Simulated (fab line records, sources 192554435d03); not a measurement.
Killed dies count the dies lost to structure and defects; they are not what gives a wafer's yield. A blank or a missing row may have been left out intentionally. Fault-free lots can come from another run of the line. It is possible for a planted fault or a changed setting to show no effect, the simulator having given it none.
Which of the tools did it? | flow n5_finfet | 72 wafers from 24 lots sampled at 6 of the route's 1938 steps

## WHAT THE GAUGES READ, wafer by wafer
N5_BEOL_M1_THK_MEAS_53: measures by xrf. Usual: M1_THK gives 40.2 nm (standard deviation 1.8).
lot  | measured     | on            | M1_THK (nm)    | flag
L074 | day 6 08:43  | film_metro-01 | 41.8 41.0 42.2 |
L075 | day 7 00:01  | film_metro-01 | 39.6 40.4 37.9 |
L076 | day 7 00:17  | film_metro-01 | 36.7 35.4 39.1 |
L077 | day 7 06:19  | film_metro-02 | 39.3 41.5 40.8 |
L078 | day 7 12:45  | film_metro-02 | 40.5 38.4 42.1 |
L079 | day 7 17:16  | film_metro-02 | 41.6 39.1 39.1 |
L080 | day 7 22:29  | film_metro-01 | 38.0 40.0 41.6 |
L081 | day 8 04:38  | film_metro-02 | 40.0 40.9 42.0 |
L082 | day 8 07:23  | film_metro-02 | 40.0 38.8 38.4 |
L083 | day 8 14:16  | film_metro-02 | 40.7 41.0 41.7 |
L084 | day 8 20:12  | film_metro-02 | 39.8 40.9 39.0 |
L085 | day 9 08:02  | film_metro-01 | 36.6 38.6 38.4 |
L086 | day 9 12:06  | film_metro-02 | 41.0 40.1 39.2 |
L087 | day 9 15:14  | film_metro-01 | 39.8 40.4 41.4 |
L088 | day 9 23:37  | film_metro-02 | 38.8 43.3 42.0 |
L089 | day 10 03:28 | film_metro-01 | 39.8 41.5 40.3 |
L090 | day 10 12:26 | film_metro-01 | 38.5 40.2 41.4 |
L091 | day 10 14:59 | film_metro-01 | 39.3 40.6 39.9 |
L092 | day 10 19:25 | film_metro-02 | 40.1 42.5 43.8 |
L093 | day 11 01:25 | film_metro-02 | 40.2 40.7 36.9 |
L094 | day 11 14:36 | film_metro-01 | 38.4 42.6 40.6 |
L095 | day 11 15:34 | film_metro-01 | 40.6 38.9 42.5 |
L097 | day 12 02:14 | film_metro-01 | 40.8 40.2 39.9 |
L096 | day 12 02:37 | film_metro-02 | 38.4 43.2 42.8 |

N5_BEOL_M2_CD_MEAS_28: target cd 26.2 nm, target cd y 24.1 nm. Usual: cd_nm reads 26.28 nm (standard deviation 0.25).
lot  | measured     | on        | cd_nm (nm)        | flag
L074 | day 6 10:40  | cd_sem-01 | 26.50 26.43 26.70 |
L075 | day 7 02:20  | cd_sem-02 | 26.52 26.02 26.65 |
L076 | day 7 02:31  | cd_sem-01 | 26.48 26.07 26.30 |
L077 | day 7 09:15  | cd_sem-01 | 26.25 25.85 26.55 |
L078 | day 7 16:52  | cd_sem-02 | 26.29 26.41 26.30 |
L079 | day 7 19:17  | cd_sem-02 | 26.15 26.95 26.60 |
L080 | day 8 00:35  | cd_sem-03 | 26.39 26.38 25.95 |
L081 | day 8 10:08  | cd_sem-03 | 26.23 26.55 25.75 |
L082 | day 8 10:26  | cd_sem-01 | 25.86 26.20 25.90 |
L083 | day 8 17:19  | cd_sem-01 | 26.21 26.03 26.13 |
L084 | day 8 22:38  | cd_sem-03 | 25.95 25.97 26.07 |
L085 | day 9 10:50  | cd_sem-01 | 25.82 26.25 26.52 |
L086 | day 9 14:50  | cd_sem-03 | 26.44 26.39 26.50 |
L087 | day 9 17:50  | cd_sem-02 | 26.41 26.15 26.03 |
L088 | day 10 01:44 | cd_sem-02 | 26.52 26.54 26.87 |
L089 | day 10 06:28 | cd_sem-03 | 26.55 25.95 26.45 |
L090 | day 10 16:34 | cd_sem-01 | 26.13 26.62 26.39 |
L091 | day 10 17:34 | cd_sem-02 | 26.52 26.27 25.70 |
L092 | day 10 23:26 | cd_sem-03 | 26.27 26.54 25.97 |
L093 | day 11 03:42 | cd_sem-01 | 26.46 26.59 26.45 |
L094 | day 11 17:00 | cd_sem-02 | 26.14 26.37 26.23 |
L095 | day 11 18:00 | cd_sem-03 | 26.06 26.27 26.14 |
L097 | day 12 06:47 | cd_sem-02 | 26.21 26.16 26.07 |
L096 | day 12 06:50 | cd_sem-01 | 26.16 26.12 26.20 |

## WHAT TOOL EACH LOT RAN ON (gives the tool, then ch and the chambers of the sampled wafers, and finally the start)
lot  | N5_BEOL_M1_SPUTTER_79        | N5_BEOL_M1_CO_CAP_55             | N5_BEOL_M2_DESCUM_16               | N5_BEOL_M2_STRIP_66
L074 | pvd_sputter-03, day 6 06:23  | cvd_co-02 ch 1,2, day 6 08:48    | rie_diel-04 ch 0,2,3, day 6 09:47  | rie_diel-04 ch 0,2,3, day 6 10:00
L075 | pvd_sputter-01, day 6 21:41  | cvd_co-02 ch 1,2, day 7 00:05    | rie_diel-04 ch 0,1,2, day 7 01:34  | rie_diel-04 ch 0,1,2, day 7 01:47
L076 | pvd_sputter-03, day 6 21:55  | cvd_co-02 ch 0,2, day 7 00:22    | rie_diel-01 ch 0,1,3, day 7 01:36  | rie_diel-01 ch 0,1,3, day 7 01:49
L077 | pvd_sputter-01, day 7 04:00  | cvd_co-02 ch 1,2, day 7 06:24    | rie_diel-03 ch 0,2,3, day 7 08:29  | rie_diel-03 ch 0,2,3, day 7 08:43
L078 | pvd_sputter-03, day 7 10:24  | cvd_co-02 ch 0,2, day 7 12:49    | rie_diel-01 ch 2,3, day 7 16:07    | rie_diel-01 ch 2,3, day 7 16:20
L079 | pvd_sputter-02, day 7 14:56  | cvd_co-02 ch 0,1, day 7 17:22    | rie_diel-03 ch 1,2,3, day 7 18:25  | rie_diel-03 ch 1,2,3, day 7 18:37
L080 | pvd_sputter-01, day 7 20:03  | cvd_co-01 ch 1,2, day 7 22:33    | rie_diel-01 ch 0,1,2, day 7 23:49  | rie_diel-01 ch 0,1,2, day 8 00:01
L081 | pvd_sputter-01, day 8 02:17  | cvd_co-02 ch 1,2, day 8 04:51    | rie_diel-03 ch 1,3, day 8 09:15    | rie_diel-03 ch 1,3, day 8 09:28
L082 | pvd_sputter-03, day 8 05:03  | cvd_co-02 ch 1,2, day 8 07:29    | rie_diel-03 ch 1,2, day 8 09:31    | rie_diel-03 ch 1,2, day 8 09:44
L083 | pvd_sputter-01, day 8 11:56  | cvd_co-02 ch 0,1, day 8 14:21    | rie_diel-01 ch 0,1,2, day 8 16:14  | rie_diel-01 ch 0,1,2, day 8 16:27
L084 | pvd_sputter-01, day 8 17:52  | cvd_co-01 ch 0,1, day 8 20:16    | rie_diel-03 ch 0,2, day 8 21:43    | rie_diel-03 ch 0,2, day 8 21:55
L085 | pvd_sputter-02, day 9 05:43  | cvd_co-01 ch 0,1, day 9 08:07    | rie_diel-03 ch 0,2,3, day 9 10:04  | rie_diel-03 ch 0,2,3, day 9 10:17
L086 | pvd_sputter-02, day 9 09:46  | cvd_co-02 ch 0,2, day 9 12:11    | rie_diel-03 ch 1,2,3, day 9 14:04  | rie_diel-03 ch 1,2,3, day 9 14:17
L087 | pvd_sputter-03, day 9 12:54  | cvd_co-01 ch 1,2, day 9 15:19    | rie_diel-03 ch 0,2, day 9 16:52    | rie_diel-03 ch 0,2, day 9 17:05
L088 | pvd_sputter-01, day 9 21:17  | cvd_co-02 ch 0,1,2, day 9 23:41  | rie_diel-03 ch 1,2,3, day 10 00:59 | rie_diel-03 ch 1,2,3, day 10 01:12
L089 | pvd_sputter-02, day 10 01:02 | cvd_co-02 ch 0,2, day 10 03:32   | rie_diel-01 ch 0,2,3, day 10 05:33 | rie_diel-01 ch 0,2,3, day 10 05:46
L090 | pvd_sputter-03, day 10 10:06 | cvd_co-01 ch 0,1,2, day 10 12:55 | rie_diel-03 ch 0,1, day 10 15:40   | rie_diel-03 ch 0,1, day 10 15:52
L091 | pvd_sputter-03, day 10 12:39 | cvd_co-02 ch 0,1,2, day 10 15:03 | rie_diel-03 ch 0,2,3, day 10 16:41 | rie_diel-03 ch 0,2,3, day 10 16:53
L092 | pvd_sputter-02, day 10 16:29 | cvd_co-01 ch 0,1, day 10 19:30   | rie_diel-01 ch 0,1,3, day 10 22:19 | rie_diel-01 ch 0,1,3, day 10 22:32
L093 | pvd_sputter-01, day 10 23:05 | cvd_co-02 ch 0,2, day 11 01:30   | rie_diel-03 ch 1,2, day 11 02:49   | rie_diel-03 ch 1,2, day 11 03:02
L094 | pvd_sputter-03, day 11 12:15 | cvd_co-01 ch 0,1,2, day 11 14:40 | rie_diel-01 ch 0,2,3, day 11 16:05 | rie_diel-01 ch 0,2,3, day 11 16:18
L095 | pvd_sputter-02, day 11 13:14 | cvd_co-01 ch 0,2, day 11 15:57   | rie_diel-04 ch 1,2,3, day 11 17:10 | rie_diel-04 ch 1,2,3, day 11 17:22
L097 | pvd_sputter-03, day 11 23:54 | cvd_co-02 ch 0,2, day 12 02:18   | rie_diel-01 ch 1,2,3, day 12 05:53 | rie_diel-01 ch 1,2,3, day 12 06:05
L096 | pvd_sputter-02, day 12 00:17 | cvd_co-02 ch 0,1, day 12 02:41   | rie_diel-03 ch 0,3, day 12 05:59   | rie_diel-03 ch 0,3, day 12 06:11
- N5_BEOL_M1_SPUTTER_79: material Cu, target thk 4.5 nm, time 8.29 s.
- N5_BEOL_M1_CO_CAP_55: material Co, precursor CCTBA/H2, target thk 2 nm, time 102.1 s.
- N5_BEOL_M2_DESCUM_16: chemistry O2, time 7 s.
- N5_BEOL_M2_STRIP_66: strips in CF4.

## AS READ BY THE TOOLS THEMSELVES (means over the sampled wafers that have a number; for cases with no such wafer, the mark the record gives instead)
N5_BEOL_M1_SPUTTER_79. Usual: throttle_valve_pct reads 29.7 % (standard deviation 0.93).
lot  | tool           | throttle_valve_pct (%) | flag
L074 | pvd_sputter-03 | 29.0                   |
L075 | pvd_sputter-01 | 29.2                   |
L076 | pvd_sputter-03 | 29.2                   |
L077 | pvd_sputter-01 | 29.6                   |
L078 | pvd_sputter-03 | 30.4                   |
L079 | pvd_sputter-02 | 30.4                   |
L080 | pvd_sputter-01 | 30.3                   |
L081 | pvd_sputter-01 | 29.3                   |
L082 | pvd_sputter-03 | 30.0                   |
L083 | pvd_sputter-01 | 30.2                   |
L084 | pvd_sputter-01 | 30.5                   |
L085 | pvd_sputter-02 | 30.3                   |
L086 | pvd_sputter-02 | 29.9                   |
L087 | pvd_sputter-03 | 29.7                   |
L088 | pvd_sputter-01 | 29.7                   |
L089 | pvd_sputter-02 | 29.4                   |
L090 | pvd_sputter-03 | 29.1                   |
L091 | pvd_sputter-03 | 30.0                   |
L092 | pvd_sputter-02 | 29.1                   |
L093 | pvd_sputter-01 | 30.3                   |
L094 | pvd_sputter-03 | 29.3                   |
L095 | pvd_sputter-02 | 29.3                   |
L097 | pvd_sputter-03 | 29.3                   |
L096 | pvd_sputter-02 | 29.8                   |

N5_BEOL_M1_CO_CAP_55. Usual: heater_power_w reads 230 W (standard deviation 16).
lot  | tool      | heater_power_w (W) | flag
L074 | cvd_co-02 | 232                |
L075 | cvd_co-02 | 232                |
L076 | cvd_co-02 | 246                |
L077 | cvd_co-02 | 222                |
L078 | cvd_co-02 | 247                |
L079 | cvd_co-02 | 226                |
L080 | cvd_co-01 | 225                |
L081 | cvd_co-02 | 232                |
L082 | cvd_co-02 | 234                |
L083 | cvd_co-02 | 239                |
L084 | cvd_co-01 | 222                |
L085 | cvd_co-01 | 226                |
L086 | cvd_co-02 | 245                |
L087 | cvd_co-01 | 230                |
L088 | cvd_co-02 | 234                |
L089 | cvd_co-02 | 246                |
L090 | cvd_co-01 | 227                |
L091 | cvd_co-02 | 237                |
L092 | cvd_co-01 | 220                |
L093 | cvd_co-02 | 247                |
L094 | cvd_co-01 | 221                |
L095 | cvd_co-01 | 215                |
L097 | cvd_co-02 | 249                |
L096 | cvd_co-02 | 238                |

N5_BEOL_M2_DESCUM_16. Usual: drypump_motor_current_A 5.7 A, standard deviation 0.45; oes_product_au 0.78 a.u., standard deviation 0.087; rf_vpp_V 243.7 V, standard deviation 1.6; showerhead_plenum_p_Torr 2.12 Torr, standard deviation 0.083; throttle_valve_pct 20.41 %, standard deviation 0.23.
lot  | tool        | drypump_motor_current_A (A) | oes_product_au (a.u.) | rf_vpp_V (V) | showerhead_plenum_p_Torr (Torr) | throttle_valve_pct (%) | flag
L074 | rie_diel-04 | 5.2                         | 0.82                  | 243.8        | 2.13                            | 20.23                  |
L075 | rie_diel-04 | 5.5                         | 0.88                  | 244.0        | 2.15                            | 20.20                  |
L076 | rie_diel-01 | 6.0                         | 0.77                  | 243.0        | 2.10                            | 20.37                  |
L077 | rie_diel-03 | 5.9                         | 0.74                  | 243.9        | 2.10                            | 20.56                  |
L078 | rie_diel-01 | 5.5                         | 0.82                  | 245.2        | 2.17                            | 20.29                  |
L079 | rie_diel-03 | 5.6                         | 0.79                  | 242.9        | 2.12                            | 20.34                  |
L080 | rie_diel-01 | 5.7                         | 0.85                  | 243.8        | 2.13                            | 20.43                  |
L081 | rie_diel-03 | 5.3                         | 0.83                  | 244.4        | 2.18                            | 20.26                  |
L082 | rie_diel-03 | 5.5                         | 0.84                  | 243.1        | 2.14                            | 20.15                  |
L083 | rie_diel-01 | 5.8                         | 0.83                  | 243.6        | 2.13                            | 20.44                  |
L084 | rie_diel-03 | 6.1                         | 0.75                  | 242.3        | 2.05                            | 20.48                  |
L085 | rie_diel-03 | 6.0                         | 0.72                  | 242.4        | 2.09                            | 20.60                  |
L086 | rie_diel-03 | 5.6                         | 0.77                  | 243.6        | 2.11                            | 20.37                  |
L087 | rie_diel-03 | 6.2                         | 0.73                  | 244.6        | 2.11                            | 20.63                  |
L088 | rie_diel-03 | 5.6                         | 0.78                  | 243.8        | 2.11                            | 20.37                  |
L089 | rie_diel-01 | 5.7                         | 0.81                  | 244.6        | 2.16                            | 20.39                  |
L090 | rie_diel-03 | 5.9                         | 0.75                  | 244.3        | 2.17                            | 20.54                  |
L091 | rie_diel-03 | 5.9                         | 0.71                  | 244.0        | 2.09                            | 20.62                  |
L092 | rie_diel-01 | 6.0                         | 0.74                  | 243.1        | 2.09                            | 20.43                  |
L093 | rie_diel-03 | 5.4                         | 0.81                  | 244.6        | 2.13                            | 20.20                  |
L094 | rie_diel-01 | 5.8                         | 0.80                  | 244.3        | 2.16                            | 20.42                  |
L095 | rie_diel-04 | 5.3                         | 0.81                  | 242.7        | 2.07                            | 20.26                  |
L097 | rie_diel-01 | 5.5                         | 0.75                  | 244.0        | 2.11                            | 20.43                  |
L096 | rie_diel-03 | 6.1                         | 0.67                  | 244.0        | 2.14                            | 20.78                  |

N5_BEOL_M2_STRIP_66. Usual: drypump_motor_current_A 5.7 A, standard deviation 0.45; oes_product_au 0.77 a.u., standard deviation 0.081; rf_vpp_V 271.9 V, standard deviation 1.8; showerhead_plenum_p_Torr 1.83 Torr, standard deviation 0.077; throttle_valve_pct 13.66 %, standard deviation 0.27.
lot  | tool        | drypump_motor_current_A (A) | oes_product_au (a.u.) | rf_vpp_V (V) | showerhead_plenum_p_Torr (Torr) | throttle_valve_pct (%) | flag
L074 | rie_diel-04 | 5.2                         | 0.80                  | 273.2        | 1.84                            | 13.51                  |
L075 | rie_diel-04 | 5.5                         | 0.87                  | 272.2        | 1.85                            | 13.37                  |
L076 | rie_diel-01 | 6.0                         | 0.76                  | 271.1        | 1.80                            | 13.49                  |
L077 | rie_diel-03 | 6.0                         | 0.73                  | 271.2        | 1.82                            | 13.86                  |
L078 | rie_diel-01 | 5.5                         | 0.81                  | 273.2        | 1.88                            | 13.59                  |
L079 | rie_diel-03 | 5.6                         | 0.77                  | 271.7        | 1.84                            | 13.70                  |
L080 | rie_diel-01 | 5.8                         | 0.84                  | 271.8        | 1.82                            | 13.48                  |
L081 | rie_diel-03 | 5.3                         | 0.80                  | 272.6        | 1.91                            | 13.67                  |
L082 | rie_diel-03 | 5.5                         | 0.83                  | 272.4        | 1.85                            | 13.46                  |
L083 | rie_diel-01 | 5.7                         | 0.82                  | 271.4        | 1.82                            | 13.50                  |
L084 | rie_diel-03 | 6.1                         | 0.74                  | 271.2        | 1.77                            | 13.68                  |
L085 | rie_diel-03 | 6.0                         | 0.71                  | 271.4        | 1.82                            | 13.90                  |
L086 | rie_diel-03 | 5.6                         | 0.75                  | 271.2        | 1.84                            | 13.75                  |
L087 | rie_diel-03 | 6.2                         | 0.72                  | 271.7        | 1.81                            | 13.82                  |
L088 | rie_diel-03 | 5.6                         | 0.75                  | 270.8        | 1.83                            | 13.75                  |
L089 | rie_diel-01 | 5.8                         | 0.80                  | 272.6        | 1.86                            | 13.55                  |
L090 | rie_diel-03 | 5.9                         | 0.74                  | 273.5        | 1.87                            | 13.79                  |
L091 | rie_diel-03 | 6.0                         | 0.70                  | 271.5        | 1.81                            | 13.95                  |
L092 | rie_diel-01 | 6.0                         | 0.73                  | 270.9        | 1.79                            | 13.58                  |
L093 | rie_diel-03 | 5.4                         | 0.79                  | 271.6        | 1.84                            | 13.54                  |
L094 | rie_diel-01 | 5.7                         | 0.78                  | 272.7        | 1.86                            | 13.58                  |
L095 | rie_diel-04 | 5.3                         | 0.79                  | 269.8        | 1.78                            | 13.46                  |
L097 | rie_diel-01 | 5.5                         | 0.75                  | 272.1        | 1.82                            | 13.70                  |
L096 | rie_diel-03 | 6.1                         | 0.67                  | 272.2        | 1.86                            | 14.09                  |

## THE ANSWER, worked out from the rows above alone
Rule: lot off if the mean of its wafers having a number is beyond 3 standard deviations from the usual mean. A lot without any number at a reading at which 4 lots or more have one is off too. Any other lot the step has rows for is counted as sound. The gauges are gone through in route order, then the tools' own readings, and for those a lot's mean is taken as printed above. The first step at which some lot is off is used, and at that step the reading that is off furthest; a lot without a number counts as furthest.
Across all readings shown, no lot is off: no conclusion can be drawn from this.

## WHAT HAD BEEN PUT IN BY THE SIMULATOR
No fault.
